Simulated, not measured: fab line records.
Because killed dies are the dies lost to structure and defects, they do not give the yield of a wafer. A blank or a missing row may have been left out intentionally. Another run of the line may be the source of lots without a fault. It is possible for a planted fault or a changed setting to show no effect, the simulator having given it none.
A struck lot beside a sound one :: flow nand harc :: 15 steps out of a route of 1302
Sound: the wafers L806.3, L806.4, L806.5. The struck wafers were L818.2, L818.3, L818.5. Last of all comes the cause.
Order at every step that has rows: each side's tool, ch and its chambers, its first start. Under that, the readings that differ: sound wafers :: struck wafers :: difference of the means :: sigmas: that difference in standard deviations of wafers without a fault.
alike: readings whose means differ by less than 2 such deviations, and words and numbers that are the same on both sides. not compared: withheld readings, readings that some wafer has no value for, bounds like >300 that may hide the same value, and numbers for which the record gives no deviation and whose values overlap.
Wherever a step has rows on one side only, a row that says differs or no value, or a row with sigmas, the two part there. Numbers that have no deviation but don't overlap get no sigmas and don't part them. Lack of a reading on every wafer of one side parts them only where that side has two or more wafers.

NHARC_P_GATE_DESCUM_93: chemistry O2, time 3 s.
  sound on rie diel-08 ch 1,3, day 8 03:22; struck on rie diel-08 ch 1,3, day 13 05:02
  alike: drypump motor current A, oes product au, rf vpp V, showerhead plenum p Torr, throttle valve pct
  not compared: rf hours counter h
then, 2 steps without rows for these wafers: NHARC_P_GATE_IMPLANT_94; NHARC_P_GATE_STRIP_113 (strips in N2/H2, time 740 s).
NHARC_P_GATE_STRIP_95: strips in O2.
  sound on plasma asher-02 ch 0,1, day 8 04:31; struck on plasma asher-02 ch 1, day 13 06:08
  alike: drypump motor current A, heater power w
  not compared: rf hours counter h
then, 3 steps without rows for these wafers: NHARC_P_GATE_STRIP_96 (strips in SPM, time 900 s); NHARC_P_GATE_RTA_64 (time 1 s); NHARC_P_GATE_ETCH_77 (etches SiO2 in dHF, target depth 6 nm).
NHARC_P_GATE_DEGAS_109: time 60 s.
  struck on pvd sputter-01, day 13 06:59; sound on pvd sputter-02, day 8 05:21
  alike: heater power w
then, 3 steps without rows for these wafers: NHARC_P_GATE_PRE_CLEAN_110 (time 30 s); NHARC_P_GATE_SPUTTER_78 (material Ni, target thk 10 nm); NHARC_P_GATE_SPUTTER_79 (material TiN, target thk 10 nm).
NHARC_P_GATE_RTA_80: time 30 s.
  sound on rtp anneal-02 ch 0, day 8 05:55; struck on rtp anneal-01 ch 0, day 13 07:19
reading: lamp power pct (%)
sound: 2.19 2.18 2.19
struck: 1.74 1.74 1.74
difference: -0.45
sigmas: -2
  alike: wafer_temp_C_max
NHARC_P_GATE_STRIP_67: strips in SPM, time 600 s.
  sound on wet bench-03 ch 0,1,7, day 8 06:04; struck on wet bench-09 ch 2,5,7, day 13 07:29
reading: run length s (s)
sound: 605.3 603.7 603.3
struck: 313.0 315.7 314.8
difference: -289.6
sigmas: -99 or more
NHARC_P_GATE_RTA_82: time 30 s.
  sound on rtp anneal-02 ch 0, day 8 06:22; struck on rtp anneal-02 ch 0, day 13 07:46
  alike: lamp power pct, wafer_temp_C_max
-- break in the record here, with 18 days between the starts of the struck wafers on either side (left off in module P_GATE, picked up again in module END, where the first step shown is number 1302 on the route) --
NHARC_END_SORT_01:
  sound on prober-01 ch 0, day 26 18:00; struck on prober-02 ch 0, day 31 18:53
  alike: killed at array, killed at other, killed at periphery, killed dies, killed open, killed short

## WHERE THEY PART
At NHARC_P_GATE_RTA_80 first; at NHARC_P_GATE_STRIP_67 last (within this record only). Later steps at which nothing parts them and some readings are alike: NHARC_P_GATE_RTA_82, NHARC_END_SORT_01.

WHY: whatever the simulator had introduced
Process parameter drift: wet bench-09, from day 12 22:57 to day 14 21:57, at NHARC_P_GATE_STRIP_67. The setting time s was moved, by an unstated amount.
